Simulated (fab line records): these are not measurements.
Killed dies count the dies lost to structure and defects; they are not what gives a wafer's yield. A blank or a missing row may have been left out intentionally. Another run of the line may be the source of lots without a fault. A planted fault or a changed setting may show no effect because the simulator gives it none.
Split-lot trial | flow n5_finfet | 21 wafers read across 7 lots, on a route 1938 steps long

SPLIT DETAILS
At N5_BEOL_M10_TRENCH_ETCH_37 (etches SiCOH lowk in C4F6/O2, target depth 148.83 nm, time 48 s), the setting bias_w was moved away from the recipe's 185 W on 6 of the 21 wafers read, by -13.2% to +16.4%. All remaining wafers had this setting at the recipe value.

Reading taken at the split's own step.

THE READING
rf_vpp_V, in V, at N5_BEOL_M10_TRENCH_ETCH_37 (etches SiCOH lowk in C4F6/O2, target depth 148.83 nm, time 48 s). Fault-free wafers of this fab line usually give 673 V, standard deviation 12 V.

wafer  | tool, chamber at the split | bias_w as run, W | against the recipe | rf_vpp_V, V | against lot-mates on the recipe
L076.2 | rie_diel-02, 3             | 185              | recipe             | 681         | -
L076.3 | rie_diel-02, 1             | 185              | recipe             | 664         | -
L076.4 | rie_diel-02, 2             | 185              | recipe             | 657         | -
L078.1 | rie_diel-04, 2             | 185              | recipe             | 665         | -
L078.4 | rie_diel-04, 2             | 185              | recipe             | 666         | -
L078.6 | rie_diel-04, 1             | 185              | recipe             | 682         | -
L079.1 | rie_diel-03, 1             | 160.5            | -13.2%             | 611         | -74
L079.2 | rie_diel-03, 0             | 185              | recipe             | 685         | -
L079.4 | rie_diel-03, 0             | 185              | recipe             | 685         | -
L084.1 | rie_diel-03, 1             | 185              | recipe             | 684         | -
L084.3 | rie_diel-03, 2             | 194              | +4.9%              | 724         | +40
L084.6 | rie_diel-03, 0             | 185              | recipe             | 683         | -
L088.1 | rie_diel-03, 0             | 185              | recipe             | 683         | -
L088.5 | rie_diel-03, 1             | 185              | recipe             | 683         | -
L088.6 | rie_diel-03, 2             | 185              | recipe             | 696         | -
L087.1 | rie_diel-02, 3             | 185              | recipe             | 681         | -
L087.4 | rie_diel-02, 0             | 215.3            | +16.4%             | 762         | +81
L087.5 | rie_diel-02, 1             | 215.3            | +16.4%             | 749         | +68
L090.3 | rie_diel-02, 2             | 200.4            | +8.3%              | 699         | +19
L090.5 | rie_diel-02, 0             | 200.4            | +8.3%              | 719         | +39
L090.6 | rie_diel-02, 3             | 185              | recipe             | 680         | -

FIT RESULTS
A straight line over all 21 wafers: rf_vpp_V changes by +4.75 V for each +1% of bias_w; r = +0.94; the points scatter about the line by 11 V.
The same after taking each lot's own level away (the mean of its wafers on the recipe; 21 wafers): +4.74 V for each +1%; r = +0.96; scatter 9 V.
That fit puts the effect of the largest move of bias_w on the reading at 78 V.
Across the lots, their own levels run from 667.3 to 687.3 V, a range of 1.7 times the standard deviation given above.
Hence the lot-to-lot level has little effect on the slope; both slopes agree.
Check: +74.6 V against its lot-mates is what the line predicts for one of the wafers moved furthest among these (+16.4%) when that wafer is left out of the fit. It came out at +81 V against them.
Tool readings at the split's step, against how far the setting was moved: rf_vpp_V r = +0.94.

ADDITIONAL SPLITS CARRIED BY THESE WAFERS
These wafers also went through other splits before the reading. Each is held against what the fit with the lots' levels taken away leaves over:
other split on the same wafers | wafers away from the commonest value | r with rf_vpp_V (lot level and that fit taken away)
N5_BEOL_M10_EXPOSE_08 dose_mj  | 6                                    | +0.02
N5_BEOL_M10_VIA_ETCH_34 bias_w | 6                                    | -0.10

FILE'S OWN FIT
rf_vpp_V changes by +4.95 V for each +1% of bias_w, r = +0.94.
